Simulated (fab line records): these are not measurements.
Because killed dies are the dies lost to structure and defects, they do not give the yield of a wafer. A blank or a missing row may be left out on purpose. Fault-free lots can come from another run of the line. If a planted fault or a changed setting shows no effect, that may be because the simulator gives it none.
A lot that was struck, set against a sound lot :: flow nand_harc :: 14 out of 1159 route steps
Sound: the wafers L745.2, L745.3, L745.4. Wafers struck: L752.1, L752.4, L752.6. The cause is given at the end.
Order at every step that has rows: each side's tool, ch and its chambers, its first start. Under that, the readings that differ: sound wafers :: struck wafers :: difference of the means :: sigmas: that difference in standard deviations of wafers without a fault.
alike: readings whose means differ by less than 2 such deviations, and words and numbers that are the same on both sides. not compared: withheld readings, readings that some wafer has no value for, bounds like >300 that may hide the same value, and numbers for which the record gives no deviation and whose values overlap.
A row with sigmas, a row that says differs or no value, or rows on one side alone: a step with any of these is where the two part. When numbers do not overlap yet have no deviation, they are printed without sigmas and do not part them. A reading missing from all wafers of one side parts the sides only when that side holds two or more wafers.

first, 1 step without rows for these wafers: NHARC_A_ONON_D1_DEP_19 (target thk 1000 nm).
NHARC_A_ONON_D1_THK_MEAS_21: measures by ellipsometry.
  sound on film_metro-01, day 8 12:11; struck on film_metro-02, day 10 05:47
  alike: thk_nm
next comes 1 step that has no rows for these wafers: NHARC_A_ONON_D1_DEP_22 (target thickness 1000 nm).
NHARC_A_ONON_D1_THK_MEAS_24: measures by ellipsometry.
  sound on film_metro-01, day 8 12:48; struck on film_metro-01, day 10 06:21
reading: thk_nm (nm)
sound: 991 991 993
struck: 1018 1015 1017
difference: +25
sigmas: +3
next comes 1 step that has no rows for these wafers: NHARC_A_ONON_D1_DEP_25 (target thickness 1000 nm).
NHARC_A_ONON_D1_THK_MEAS_27: measures by ellipsometry.
  sound on film_metro-02, day 8 13:28; struck on film_metro-01, day 10 06:55
reading: thk_nm (nm)
sound: 1013 1015 1013
struck: 998 1001 1001
difference: -14
sigmas: -2
next comes 1 step that has no rows for these wafers: NHARC_A_ONON_D1_DEP_28 (target thickness 1000 nm).
NHARC_A_ONON_D1_THK_MEAS_30: measures by ellipsometry.
  sound on film_metro-02, day 8 14:03; struck on film_metro-02, day 10 07:29
  alike: thk_nm
NHARC_A_ONON_D1_DEP_33: deposits SiO2, target thk 200 nm.
  sound on pecvd-02 ch 1,2, day 8 14:06; struck on pecvd-03 ch 1,2, day 10 07:35
  alike: chamber_pressure_Torr, heater_power_w, throttle_valve_pct
NHARC_A_ONON_D1_THK_MEAS_34: measures by ellipsometry.
  sound on film_metro-01, day 8 14:31; struck on film_metro-01, day 10 07:58
  alike: thk_nm
NHARC_A_ONON_D1_INSPECT_32:
  sound on defect_inspect-02, day 8 14:35; struck on defect_inspect-01, day 10 08:03
reading: raw_defect_count
sound: 119 194 128
struck: 59 83 40
difference: -86
sigmas: -3
NHARC_A_CHANNEL_HOLE_D1_DEP_00: deposits aC, target thk 3100 nm.
  sound on acl_dep-02 ch 0, day 8 14:58; struck on acl_dep-01 ch 0, day 10 11:53
  alike: throttle_valve_pct
NHARC_A_CHANNEL_HOLE_D1_DEP_01: deposits SiON, target thk 140 nm.
  sound on pecvd-02 ch 0,2, day 8 16:33; struck on pecvd-03 ch 1,2, day 10 14:06
  alike: chamber_pressure_Torr, heater_power_w
-- jump in the record: it breaks off in module A_CHANNEL_HOLE_D1 and resumes in module END (first step shown: number 1159 of the route), and 11 days separate the struck wafers' starts before and after --
NHARC_END_SORT_01:
  the record has rows for the struck wafers here (prober-01 ch 0, day 21 12:55) and none for the sound ones

== WHERE THEY PART ==
First at NHARC_A_ONON_D1_THK_MEAS_24; last, within this record, at NHARC_END_SORT_01.

WHY: what the simulator had put in
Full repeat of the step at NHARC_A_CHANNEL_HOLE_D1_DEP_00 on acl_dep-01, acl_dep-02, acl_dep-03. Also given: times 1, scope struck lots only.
